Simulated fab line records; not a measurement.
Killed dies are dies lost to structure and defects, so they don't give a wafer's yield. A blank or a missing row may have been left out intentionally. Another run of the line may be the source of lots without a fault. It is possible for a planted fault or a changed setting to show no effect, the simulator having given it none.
Split-lot experiment :: flow n5_finfet :: 7 lots, 39 wafers read, on a route of 1938 steps

## ON THE SPLIT
At N5_BEOL_M7_DESCUM_33 (chemistry O2, time 7 s), the setting time_s was moved away from the recipe's 7 s on 12 of the 39 wafers read, by -20.9% to +50.0%. This setting was run at the recipe's value on the other wafers.

The split's own step is where the reading is taken.

## THE READING
CAR-EUV_of_BEOL_M7_COAT_22.thk_nm (the simulator's own value, which no gauge read), in nm, at N5_BEOL_M7_DESCUM_33 (chemistry O2, time 7 s). The file gives no usual value for it. The 27 wafers here that ran the recipe average 26.1 nm, standard deviation 0.11 nm.

wafer: L074.1
tool, chamber at the split: rie_diel-03, 0
time_s as run, s: 7
against the recipe: recipe
CAR-EUV_of_BEOL_M7_COAT_22.thk_nm, nm: 26.2
against lot-mates on the recipe: -

wafer: L074.2
tool, chamber at the split: rie_diel-03, 1,2,2,0
time_s as run, s: 7
against the recipe: recipe
CAR-EUV_of_BEOL_M7_COAT_22.thk_nm, nm: 26
against lot-mates on the recipe: -

wafer: L074.3
tool, chamber at the split: rie_diel-03, 1,2,2,0
time_s as run, s: 7
against the recipe: recipe
CAR-EUV_of_BEOL_M7_COAT_22.thk_nm, nm: 26
against lot-mates on the recipe: -

wafer: L074.4
tool, chamber at the split: rie_diel-03, 1,2,2,0
time_s as run, s: 7
against the recipe: recipe
CAR-EUV_of_BEOL_M7_COAT_22.thk_nm, nm: 26
against lot-mates on the recipe: -

wafer: L074.6
tool, chamber at the split: rie_diel-03, 1,2,2,0
time_s as run, s: 7
against the recipe: recipe
CAR-EUV_of_BEOL_M7_COAT_22.thk_nm, nm: 26
against lot-mates on the recipe: -

wafer: L074.5
tool, chamber at the split: rie_diel-03, 1
time_s as run, s: 7
against the recipe: recipe
CAR-EUV_of_BEOL_M7_COAT_22.thk_nm, nm: 25.8
against lot-mates on the recipe: -

wafer: L078.1
tool, chamber at the split: rie_diel-05, 3,2
time_s as run, s: 7
against the recipe: recipe
CAR-EUV_of_BEOL_M7_COAT_22.thk_nm, nm: 26.2
against lot-mates on the recipe: -

wafer: L078.2
tool, chamber at the split: rie_diel-05, 3,2
time_s as run, s: 7
against the recipe: recipe
CAR-EUV_of_BEOL_M7_COAT_22.thk_nm, nm: 26.2
against lot-mates on the recipe: -

wafer: L078.3
tool, chamber at the split: rie_diel-05, 0,1,2
time_s as run, s: 5.536
against the recipe: -20.9%
CAR-EUV_of_BEOL_M7_COAT_22.thk_nm, nm: 26.8
against lot-mates on the recipe: +0.7

wafer: L078.4
tool, chamber at the split: rie_diel-05, 0,1,2
time_s as run, s: 5.536
against the recipe: -20.9%
CAR-EUV_of_BEOL_M7_COAT_22.thk_nm, nm: 26.8
against lot-mates on the recipe: +0.7

wafer: L078.6
tool, chamber at the split: rie_diel-05, 0,1,2
time_s as run, s: 5.536
against the recipe: -20.9%
CAR-EUV_of_BEOL_M7_COAT_22.thk_nm, nm: 26.8
against lot-mates on the recipe: +0.7

wafer: L078.5
tool, chamber at the split: rie_diel-05, 1
time_s as run, s: 7
against the recipe: recipe
CAR-EUV_of_BEOL_M7_COAT_22.thk_nm, nm: 26
against lot-mates on the recipe: -

wafer: L081.1
tool, chamber at the split: rie_diel-05, 0,1,1
time_s as run, s: 9.279
against the recipe: +32.6%
CAR-EUV_of_BEOL_M7_COAT_22.thk_nm, nm: 25
against lot-mates on the recipe: -1.1

wafer: L081.2
tool, chamber at the split: rie_diel-05, 0,1,1
time_s as run, s: 9.279
against the recipe: +32.6%
CAR-EUV_of_BEOL_M7_COAT_22.thk_nm, nm: 25
against lot-mates on the recipe: -1.1

wafer: L081.6
tool, chamber at the split: rie_diel-05, 0,1,1
time_s as run, s: 9.279
against the recipe: +32.6%
CAR-EUV_of_BEOL_M7_COAT_22.thk_nm, nm: 25
against lot-mates on the recipe: -1.1

wafer: L081.3
tool, chamber at the split: rie_diel-05, 3,0
time_s as run, s: 7
against the recipe: recipe
CAR-EUV_of_BEOL_M7_COAT_22.thk_nm, nm: 26
against lot-mates on the recipe: -

wafer: L081.5
tool, chamber at the split: rie_diel-05, 3,0
time_s as run, s: 7
against the recipe: recipe
CAR-EUV_of_BEOL_M7_COAT_22.thk_nm, nm: 26
against lot-mates on the recipe: -

wafer: L081.4
tool, chamber at the split: rie_diel-05, 2
time_s as run, s: 7
against the recipe: recipe
CAR-EUV_of_BEOL_M7_COAT_22.thk_nm, nm: 26.2
against lot-mates on the recipe: -

wafer: L085.1
tool, chamber at the split: rie_diel-05, 3,2,3
time_s as run, s: 7
against the recipe: recipe
CAR-EUV_of_BEOL_M7_COAT_22.thk_nm, nm: 26.2
against lot-mates on the recipe: -

wafer: L085.4
tool, chamber at the split: rie_diel-05, 3,2,3
time_s as run, s: 7
against the recipe: recipe
CAR-EUV_of_BEOL_M7_COAT_22.thk_nm, nm: 26.2
against lot-mates on the recipe: -

wafer: L085.5
tool, chamber at the split: rie_diel-05, 3,2,3
time_s as run, s: 7
against the recipe: recipe
CAR-EUV_of_BEOL_M7_COAT_22.thk_nm, nm: 26.2
against lot-mates on the recipe: -

wafer: L085.2
tool, chamber at the split: rie_diel-05, 0,1,0
time_s as run, s: 7
against the recipe: recipe
CAR-EUV_of_BEOL_M7_COAT_22.thk_nm, nm: 26
against lot-mates on the recipe: -

wafer: L085.3
tool, chamber at the split: rie_diel-05, 0,1,0
time_s as run, s: 7
against the recipe: recipe
CAR-EUV_of_BEOL_M7_COAT_22.thk_nm, nm: 26
against lot-mates on the recipe: -

wafer: L085.6
tool, chamber at the split: rie_diel-05, 0,1,0
time_s as run, s: 7
against the recipe: recipe
CAR-EUV_of_BEOL_M7_COAT_22.thk_nm, nm: 26
against lot-mates on the recipe: -

wafer: L088.1
tool, chamber at the split: rie_diel-05, 2,0,3
time_s as run, s: 7
against the recipe: recipe
CAR-EUV_of_BEOL_M7_COAT_22.thk_nm, nm: 26.2
against lot-mates on the recipe: -

wafer: L088.2
tool, chamber at the split: rie_diel-05, 2,0,3
time_s as run, s: 7
against the recipe: recipe
CAR-EUV_of_BEOL_M7_COAT_22.thk_nm, nm: 26.2
against lot-mates on the recipe: -

wafer: L088.4
tool, chamber at the split: rie_diel-05, 2,0,3
time_s as run, s: 7
against the recipe: recipe
CAR-EUV_of_BEOL_M7_COAT_22.thk_nm, nm: 26.2
against lot-mates on the recipe: -

wafer: L088.3
tool, chamber at the split: rie_diel-05, 1
time_s as run, s: 10.5
against the recipe: +50.0%
CAR-EUV_of_BEOL_M7_COAT_22.thk_nm, nm: 24.2
against lot-mates on the recipe: -2.0

wafer: L088.5
tool, chamber at the split: rie_diel-05, 0,3
time_s as run, s: 10.5
against the recipe: +50.0%
CAR-EUV_of_BEOL_M7_COAT_22.thk_nm, nm: 24.4
against lot-mates on the recipe: -1.8

wafer: L088.6
tool, chamber at the split: rie_diel-05, 0,3
time_s as run, s: 10.5
against the recipe: +50.0%
CAR-EUV_of_BEOL_M7_COAT_22.thk_nm, nm: 24.4
against lot-mates on the recipe: -1.8

wafer: L090.1
tool, chamber at the split: rie_diel-05, 0,3
time_s as run, s: 7
against the recipe: recipe
CAR-EUV_of_BEOL_M7_COAT_22.thk_nm, nm: 26
against lot-mates on the recipe: -

wafer: L090.2
tool, chamber at the split: rie_diel-05, 0,3
time_s as run, s: 7
against the recipe: recipe
CAR-EUV_of_BEOL_M7_COAT_22.thk_nm, nm: 26
against lot-mates on the recipe: -

wafer: L090.6
tool, chamber at the split: rie_diel-05, 3
time_s as run, s: 7
against the recipe: recipe
CAR-EUV_of_BEOL_M7_COAT_22.thk_nm, nm: 26.2
against lot-mates on the recipe: -

wafer: L097.1
tool, chamber at the split: rie_diel-03, 0
time_s as run, s: 10.42
against the recipe: +48.9%
CAR-EUV_of_BEOL_M7_COAT_22.thk_nm, nm: 24.4
against lot-mates on the recipe: -1.7

wafer: L097.2
tool, chamber at the split: rie_diel-03, 1
time_s as run, s: 10.42
against the recipe: +48.9%
CAR-EUV_of_BEOL_M7_COAT_22.thk_nm, nm: 24.2
against lot-mates on the recipe: -1.9

wafer: L097.3
tool, chamber at the split: rie_diel-03, 3
time_s as run, s: 7
against the recipe: recipe
CAR-EUV_of_BEOL_M7_COAT_22.thk_nm, nm: 26.2
against lot-mates on the recipe: -

wafer: L097.5
tool, chamber at the split: rie_diel-03, 3
time_s as run, s: 7
against the recipe: recipe
CAR-EUV_of_BEOL_M7_COAT_22.thk_nm, nm: 26.2
against lot-mates on the recipe: -

wafer: L097.4
tool, chamber at the split: rie_diel-03, 0
time_s as run, s: 10.42
against the recipe: +48.9%
CAR-EUV_of_BEOL_M7_COAT_22.thk_nm, nm: 24.6
against lot-mates on the recipe: -1.5

wafer: L097.6
tool, chamber at the split: rie_diel-03, 1
time_s as run, s: 7
against the recipe: recipe
CAR-EUV_of_BEOL_M7_COAT_22.thk_nm, nm: 26
against lot-mates on the recipe: -
The file does not say which wafer passed through which chamber wherever a row lists several chambers: such a row stands for several wafers.

FIT RESULTS
A straight line over all 39 wafers: CAR-EUV_of_BEOL_M7_COAT_22.thk_nm changes by -0.0345 nm for each +1% of time_s; r = -0.99; the points scatter about the line by 0.11 nm.
The same after taking each lot's own level away (the mean of its wafers on the recipe; 39 wafers): -0.0354 nm for each +1%; r = -0.99; scatter 0.11 nm.
According to that fit, moving time_s by its largest amount changes the reading by 1.8 nm.
Across the lots, their own levels run from 26.00 to 26.20 nm, a range of 1.8 times the standard deviation given above.
The two slopes are in agreement: the lot-to-lot level therefore moves the slope only a little.
Check: -1.74 nm against its lot-mates is what the line predicts for one of the wafers moved furthest among these (+50.0%) when that wafer is left out of the fit. Against them it came out at -2 nm.

## THE OTHER SPLITS THESE WAFERS WENT THROUGH
These wafers also went through other splits before the reading. Each is held against what the fit with the lots' levels taken away leaves over:
other split on the same wafers: N5_BEOL_M5_TRENCH_ETCH_37 target_depth_a
wafers away from the commonest value: 15
r with CAR-EUV_of_BEOL_M7_COAT_22.thk_nm (lot level and that fit taken away): +0.04

## FILE'S OWN FIT
CAR-EUV_of_BEOL_M7_COAT_22.thk_nm changes by -0.0355 nm for each +1% of time_s, r = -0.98.
